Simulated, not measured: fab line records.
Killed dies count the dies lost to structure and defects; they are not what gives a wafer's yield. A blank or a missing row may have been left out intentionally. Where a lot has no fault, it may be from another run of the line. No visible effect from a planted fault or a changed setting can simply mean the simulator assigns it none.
Which tool is to blame? + flow nand harc + Sampling: 12 lots, 36 wafers, 6 of 1159 route steps

## WHAT THE GAUGES SHOWED, per wafer
NHARC_A_SGD_CUT_CD_MEAS_09: the cd target is 100 nm.
| lot  | measured     | on        | cd nm (nm)        |
|------|--------------|-----------|-------------------|
| L074 | day 14 05:41 | cd sem-03 | 98.6 99.3 99.0    |
| L077 | day 14 21:02 | cd sem-02 | 100.1 99.8 99.8   |
| L080 | day 15 00:41 | cd sem-03 | 100.4 99.3 100.4  |
| L081 | day 15 13:38 | cd sem-03 | 99.5 99.1 98.9    |
| L083 | day 16 02:46 | cd sem-02 | 99.8 100.1 99.8   |
| L088 | day 16 23:26 | cd sem-02 | 100.7 100.5 100.2 |
| L086 | day 17 10:09 | cd sem-03 | 99.9 100.5 99.5   |
| L090 | day 17 20:46 | cd sem-01 | 100.8 100.7 100.4 |
| L091 | day 17 22:23 | cd sem-01 | 100.6 100.3 101.1 |
| L093 | day 18 14:57 | cd sem-03 | 100.3 99.8 99.7   |
| L094 | day 18 13:32 | cd sem-03 | 101.3 99.7 99.7   |
| L097 | day 19 22:31 | cd sem-03 | 100.5 100.3 101.7 |

## WHAT TOOL EACH LOT RAN ON (gives the tool, then ch and the chambers of the sampled wafers, and finally the start)
| lot  | NHARC_A_STAIRCASE_ETCH_236                    | NHARC_A_STAIRCASE_DESCUM_291       | NHARC_A_STAIRCASE_HM_OPEN_463                 | NHARC_A_STAIRCASE_ETCH_444         | NHARC_A_STAIRCASE_CMP_450     |
|------|-----------------------------------------------|------------------------------------|-----------------------------------------------|------------------------------------|-------------------------------|
| L074 | rie diel-03 ch 1,2,3, day 11 18:20 or earlier | rie diel-02 ch 1,3, day 11 18:20   | rie diel-03 ch 2,3, day 14 00:31 or earlier   | rie diel-11 ch 0,1,3, day 14 00:31 | cmp-02 ch 1,2,3, day 14 03:05 |
| L077 | rie diel-11 ch 2,3, day 12 13:10 or earlier   | rie diel-11 ch 0,3, day 12 13:10   | rie diel-11 ch 0,2,3, day 14 14:54 or earlier | rie diel-02 ch 1,2, day 14 14:54   | cmp-01 ch 0,1, day 14 17:47   |
| L080 | rie diel-02 ch 0,1,3, day 12 17:56 or earlier | rie diel-03 ch 0,2,3, day 12 17:56 | rie diel-02 ch 0,3, day 14 19:13 or earlier   | rie diel-03 ch 0,1, day 14 19:13   | cmp-03 ch 1,2, day 14 22:02   |
| L081 | rie diel-11 ch 0,2,3, day 13 02:58 or earlier | rie diel-02 ch 0,2, day 13 02:58   | rie diel-02 ch 1,3, day 15 07:58 or earlier   | rie diel-11 ch 0,1, day 15 07:58   | cmp-02 ch 0,2,3, day 15 11:04 |
| L083 | rie diel-11 ch 0,1,3, day 13 16:26 or earlier | rie diel-02 ch 1,3, day 13 16:26   | rie diel-11 ch 1,2,3, day 15 21:02 or earlier | rie diel-02 ch 1,3, day 15 21:02   | cmp-03 ch 1,2,3, day 16 00:07 |
| L088 | rie diel-03 ch 0,3, day 14 18:28 or earlier   | rie diel-11 ch 0,2,3, day 14 18:28 | rie diel-02 ch 1,2,3, day 16 18:28 or earlier | rie diel-11 ch 0,1,2, day 16 18:28 | cmp-03 ch 2,3, day 16 20:49   |
| L086 | rie diel-11 ch 1,3, day 15 06:04 or earlier   | rie diel-02 ch 0,1,2, day 15 06:04 | rie diel-03 ch 1,2, day 17 04:34 or earlier   | rie diel-11 ch 1,2, day 17 04:34   | cmp-01 ch 0,2, day 17 07:41   |
| L090 | rie diel-03 ch 0,2,3, day 15 14:46 or earlier | rie diel-02 ch 0,2,3, day 15 14:46 | rie diel-03 ch 1,2,3, day 17 15:03 or earlier | rie diel-11 ch 0,1,3, day 17 15:03 | cmp-01 ch 1,2,3, day 17 18:06 |
| L091 | rie diel-02 ch 1,3, day 15 18:07 or earlier   | rie diel-03 ch 0,3, day 15 18:07   | rie diel-11 ch 1,3, day 17 16:59 or earlier   | rie diel-11 ch 0,1, day 17 16:59   | cmp-03 ch 0,1,2, day 17 19:49 |
| L093 | rie diel-11 ch 2,3, day 16 04:46 or earlier   | rie diel-02 ch 1,2, day 16 04:46   | rie diel-03 ch 1,2,3, day 18 09:29 or earlier | rie diel-03 ch 1,2, day 18 09:29   | cmp-02 ch 1,2,3, day 18 12:22 |
| L094 | rie diel-02 ch 1,3, day 16 11:28 or earlier   | rie diel-03 ch 1,2, day 16 11:28   | rie diel-03 ch 1,3, day 18 07:50 or earlier   | rie diel-11 ch 1,2, day 18 07:50   | cmp-01 ch 2,3, day 18 10:55   |
| L097 | rie diel-02 ch 0,2,3, day 17 14:10 or earlier | rie diel-11 ch 1,2,3, day 17 14:10 | rie diel-11 ch 0,1,2, day 19 16:52 or earlier | rie diel-02 ch 1,2,3, day 19 16:52 | cmp-02 ch 1,2,3, day 19 20:04 |
- NHARC_A_STAIRCASE_ETCH_236: etches the open film in C4F8/O2, target depth 100 nm, time 40.5 s.
- NHARC_A_STAIRCASE_DESCUM_291: chemistry O2, time 3 s.
- NHARC_A_STAIRCASE_HM_OPEN_463: chemistry O2/COS.
- NHARC_A_STAIRCASE_ETCH_444: etches the open film in C4F8/O2, target depth 10200 nm, time 3400 s.
- NHARC_A_STAIRCASE_CMP_450: polishes SiO2, target thk 200 nm.

## THE ANSWER, worked out from the rows above alone
Rule: the lots themselves supply what counts as usual. Put in order of their means at a reading, lots are off if they are a third of the lots or fewer, leave a main group of 4 or more, and stand apart from it by a gap of 3 or more times the standard deviation of the main group's means; of several such gaps the widest counts. If all means in a main group match to the digits the tables above print for the reading, that group is not used. A lot without any number at a reading at which 4 lots or more have one is off too. Where the step has rows for the other lots, those lots are counted as sound.
Nothing can be told from this: no lot is off at any reading shown.

## WHAT THE SIMULATOR PUT IN
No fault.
